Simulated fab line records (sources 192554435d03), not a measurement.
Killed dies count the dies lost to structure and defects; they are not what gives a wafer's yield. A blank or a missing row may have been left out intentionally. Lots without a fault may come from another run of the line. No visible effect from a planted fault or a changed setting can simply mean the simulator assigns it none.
Chamber matching :: flow n5Finfet :: 4 sister chambers for N5_MOL_CONTACT_COAG_ETCH_15 on rieDiel-02
The step etches SiNx in CH3F/O2, stops on Si:P, target depth 7 nm. 16 wafers are shown with their chamber, then 8 later ones without.

== WAFERS, EACH WITH ITS CHAMBER ==
wafer: L075.3
chamber: 2
drypumpMotorCurrentA (A): 6.5
throttleValvePct (%): 16.42
showerheadPlenumPTorr (Torr): 2.03

wafer: L075.4
chamber: 2
drypumpMotorCurrentA (A): 6.5
throttleValvePct (%): 16.40
showerheadPlenumPTorr (Torr): 2.03

wafer: L075.5
chamber: 3
drypumpMotorCurrentA (A): 5.1
throttleValvePct (%): 16.78
showerheadPlenumPTorr (Torr): 1.98

wafer: L076.2
chamber: 3
drypumpMotorCurrentA (A): 5.1
throttleValvePct (%): 16.76
showerheadPlenumPTorr (Torr): 1.98

wafer: L076.4
chamber: 3
drypumpMotorCurrentA (A): 5.1
throttleValvePct (%): 16.76
showerheadPlenumPTorr (Torr): 1.98

wafer: L076.6
chamber: 1
drypumpMotorCurrentA (A): 5.5
throttleValvePct (%): 16.51
showerheadPlenumPTorr (Torr): 2.07

wafer: L077.1
chamber: 0
drypumpMotorCurrentA (A): 5.2
throttleValvePct (%): 15.76
showerheadPlenumPTorr (Torr): 1.96

wafer: L077.3
chamber: 1
drypumpMotorCurrentA (A): 5.5
throttleValvePct (%): 16.52
showerheadPlenumPTorr (Torr): 2.07

wafer: L077.5
chamber: 1
drypumpMotorCurrentA (A): 5.5
throttleValvePct (%): 16.50
showerheadPlenumPTorr (Torr): 2.07

wafer: L085.2
chamber: 1
drypumpMotorCurrentA (A): 5.5
throttleValvePct (%): 16.55
showerheadPlenumPTorr (Torr): 2.06

wafer: L085.4
chamber: 0
drypumpMotorCurrentA (A): 5.2
throttleValvePct (%): 15.81
showerheadPlenumPTorr (Torr): 1.96

wafer: L085.6
chamber: 0
drypumpMotorCurrentA (A): 5.2
throttleValvePct (%): 15.80
showerheadPlenumPTorr (Torr): 1.96

wafer: L086.1
chamber: 3
drypumpMotorCurrentA (A): 5.1
throttleValvePct (%): 16.83
showerheadPlenumPTorr (Torr): 1.97

wafer: L086.2
chamber: 1
drypumpMotorCurrentA (A): 5.5
throttleValvePct (%): 16.56
showerheadPlenumPTorr (Torr): 2.06

wafer: L086.4
chamber: 2
drypumpMotorCurrentA (A): 6.4
throttleValvePct (%): 16.45
showerheadPlenumPTorr (Torr): 2.02

wafer: L087.2
chamber: 1
drypumpMotorCurrentA (A): 5.5
throttleValvePct (%): 16.56
showerheadPlenumPTorr (Torr): 2.06

SIGNATURES (averages over the wafers above)
reading: drypumpMotorCurrentA
chamber 0: 5.200
chamber 1: 5.500
chamber 2: 6.467
chamber 3: 5.100
scatter within a chamber: 0.0236

reading: throttleValvePct
chamber 0: 15.7900
chamber 1: 16.5333
chamber 2: 16.4233
chamber 3: 16.7825
scatter within a chamber: 0.0281

reading: showerheadPlenumPTorr
chamber 0: 1.9600
chamber 1: 2.0650
chamber 2: 2.0267
chamber 3: 1.9775
scatter within a chamber: 0.00493
Rule: a wafer lies at a distance from a chamber equal to the root of the sum of squares, over the readings, of (its reading less the chamber's mean, divided by the reading's scatter). The wafer belongs to the nearest chamber; if the next one is less than 2 further off, it can't be placed. The scatter: take each reading less its chamber's mean, square it, sum over the shown wafers, divide by the number of wafers less the number of chambers, and take the root.

== WAFERS WITH NO CHAMBER GIVEN ==
wafer: L087.5
drypumpMotorCurrentA (A): 5.1
throttleValvePct (%): 16.83
showerheadPlenumPTorr (Torr): 1.97

wafer: L087.6
drypumpMotorCurrentA (A): 5.3
throttleValvePct (%): 15.82
showerheadPlenumPTorr (Torr): 1.95

wafer: L094.2
drypumpMotorCurrentA (A): 5.2
throttleValvePct (%): 15.83
showerheadPlenumPTorr (Torr): 1.95

wafer: L094.3
drypumpMotorCurrentA (A): 6.4
throttleValvePct (%): 16.46
showerheadPlenumPTorr (Torr): 2.02

wafer: L094.4
drypumpMotorCurrentA (A): 5.1
throttleValvePct (%): 16.86
showerheadPlenumPTorr (Torr): 1.97

wafer: L097.1
drypumpMotorCurrentA (A): 5.3
throttleValvePct (%): 15.86
showerheadPlenumPTorr (Torr): 1.95

wafer: L097.4
drypumpMotorCurrentA (A): 6.5
throttleValvePct (%): 16.47
showerheadPlenumPTorr (Torr): 2.02

wafer: L097.5
drypumpMotorCurrentA (A): 6.5
throttleValvePct (%): 16.48
showerheadPlenumPTorr (Torr): 2.02

== WHICH CHAMBER EACH WENT THROUGH ==
wafer: L087.5
from the rows above: 3
in truth: 3

wafer: L087.6
from the rows above: 0
in truth: 0

wafer: L094.2
from the rows above: 0
in truth: 0

wafer: L094.3
from the rows above: 2
in truth: 2

wafer: L094.4
from the rows above: 3
in truth: 3

wafer: L097.1
from the rows above: 0
in truth: 0

wafer: L097.4
from the rows above: 2
in truth: 2

wafer: L097.5
from the rows above: 2
in truth: 2
Placed correctly: 8 of 8. Can't be placed from these rows: 0. Placed wrongly: 0.
